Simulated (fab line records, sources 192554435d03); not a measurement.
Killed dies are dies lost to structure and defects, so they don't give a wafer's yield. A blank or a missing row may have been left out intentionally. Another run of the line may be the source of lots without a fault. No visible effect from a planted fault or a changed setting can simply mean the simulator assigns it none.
The tool behind it: which one? ; flow n5Finfet ; 30 wafers from 10 lots sampled at 6 of the route's 1938 steps

## WHAT THE GAUGES READ, wafer by wafer
N5_GATE_CUT_CD_MEAS_13: target cd 20 nm.
lot;measured;on;cdNm (nm)
L075;day 4 15:18;cdSem-01;20.16 20.42 19.93
L077;day 5 03:41;cdSem-01;20.39 19.88 20.71
L080;day 6 00:20;cdSem-03;19.80 19.97 20.11
L082;day 6 08:38;cdSem-01;20.11 19.68 19.64
L085;day 7 07:38;cdSem-02;20.08 19.87 19.83
L087;day 7 14:45;cdSem-01;20.07 19.52 19.51
L089;day 8 03:54;cdSem-01;19.88 19.77 19.63
L092;day 9 00:34;cdSem-01;20.26 19.85 19.92
L094;day 9 16:36;cdSem-03;19.75 19.82 19.36
L097;day 10 06:42;cdSem-03;20.65 20.16 20.41

## WHICH TOOL RAN EACH LOT (tool, then ch and the chambers of the sampled wafers, then the start)
lot;N5_DUMMY_REMOVAL_STRIP_10;N5_HKMG_FIN_DESCUM_53;N5_HKMG_FIN_ETCH_67;N5_HKMG_FIN_ALD_72;N5_GATE_CUT_ETCH_56
L075;rieDiel-02 ch 0,1,3, day 4 02:10;rieDiel-01 ch 0,1,3, day 4 03:49;rieDiel-01 ch 0,1,2, day 4 09:35;cvdW-02 ch 0,1, day 4 10:41;rieMetal-02 ch 0,1, day 4 11:44
L077;rieDiel-05 ch 1,2,3, day 4 14:17;rieDiel-01 ch 2,3, day 4 15:54;rieDiel-03 ch 0,1,2, day 4 21:44;cvdW-01 ch 0,1, day 4 22:51;rieMetal-03 ch 0,1, day 4 23:53
L080;rieDiel-02 ch 0,1, day 5 11:02;rieDiel-04 ch 0,2, day 5 12:35;rieDiel-04 ch 0,2,3, day 5 18:28;cvdW-01 ch 0,1, day 5 19:34;rieMetal-01 ch 1, day 5 20:47
L082;rieDiel-06 ch 2,3, day 5 19:26;rieDiel-01 ch 2,3, day 5 21:20;rieDiel-04 ch 0,1,3, day 6 02:58;cvdW-02 ch 0,1, day 6 04:06;rieMetal-02 ch 0,1, day 6 05:08
L085;rieDiel-06 ch 1,2,3, day 6 17:57;rieDiel-01 ch 0,1,2, day 6 19:47;rieDiel-04 ch 1,3, day 7 01:56;cvdW-01 ch 0,1, day 7 03:02;rieMetal-02 ch 0,1, day 7 04:04
L087;rieDiel-02 ch 0,2,3, day 7 01:35;rieDiel-03 ch 1,2,3, day 7 03:21;rieDiel-01 ch 0,2,3, day 7 09:07;cvdW-02 ch 0,1, day 7 10:13;rieMetal-02 ch 0,1, day 7 11:15
L089;rieDiel-02 ch 0,2,3, day 7 14:24;rieDiel-01 ch 0,1,2, day 7 16:17;rieDiel-01 ch 0,1,3, day 7 22:08;cvdW-01 ch 0,1, day 7 23:14;rieMetal-02 ch 0,1, day 8 00:16
L092;rieDiel-06 ch 0,2, day 8 11:02;rieDiel-03 ch 2,3, day 8 12:41;rieDiel-03 ch 0,1,3, day 8 18:31;cvdW-02 ch 0,1, day 8 19:40;rieMetal-02 ch 1, day 8 20:53
L094;rieDiel-05 ch 0,2,3, day 9 02:53;rieDiel-04 ch 1,2,3, day 9 04:38;rieDiel-01 ch 0,1,2, day 9 10:58;cvdW-01 ch 0,1, day 9 12:05;rieMetal-03 ch 0,1, day 9 13:07
L097;rieDiel-02 ch 1,2, day 9 17:29;rieDiel-03 ch 0,1, day 9 19:02;rieDiel-01 ch 0,2,3, day 10 00:51;cvdW-01 ch 0,1, day 10 02:07;rieMetal-03 ch 0,1, day 10 03:15
- N5_DUMMY_REMOVAL_STRIP_10: strips in N2/H2, time 40 s.
- N5_HKMG_FIN_DESCUM_53: chemistry O2, time 7.9 s.
- N5_HKMG_FIN_ETCH_67: etches SOC in N2/H2, stops on TiN, target depth 388.9 nm.
- N5_HKMG_FIN_ALD_72: deposits W, target thk 2 nm, pulse time 1 s, purge time 2 s.
- N5_GATE_CUT_ETCH_56: etches TiN in Cl2/Ar, target depth 21.6 nm.

## THE ANSWER, worked out from the rows above alone
Rule: what is usual is taken from the lots themselves. Put in order of their means at a reading, lots are off if they are a third of the lots or fewer, leave a main group of 4 or more, and stand apart from it by a gap of 3 or more times the standard deviation of the main group's means; of several such gaps the widest counts. Not used: any main group whose means are identical at the precision the tables above print for the reading. Also off: a lot with no number at a reading for which 4 or more lots have one. Where the step has rows for the other lots, those lots are counted as sound.
No lot is off on any of the readings shown, so nothing can be concluded from this.

## WHAT THE SIMULATOR HAD PUT IN
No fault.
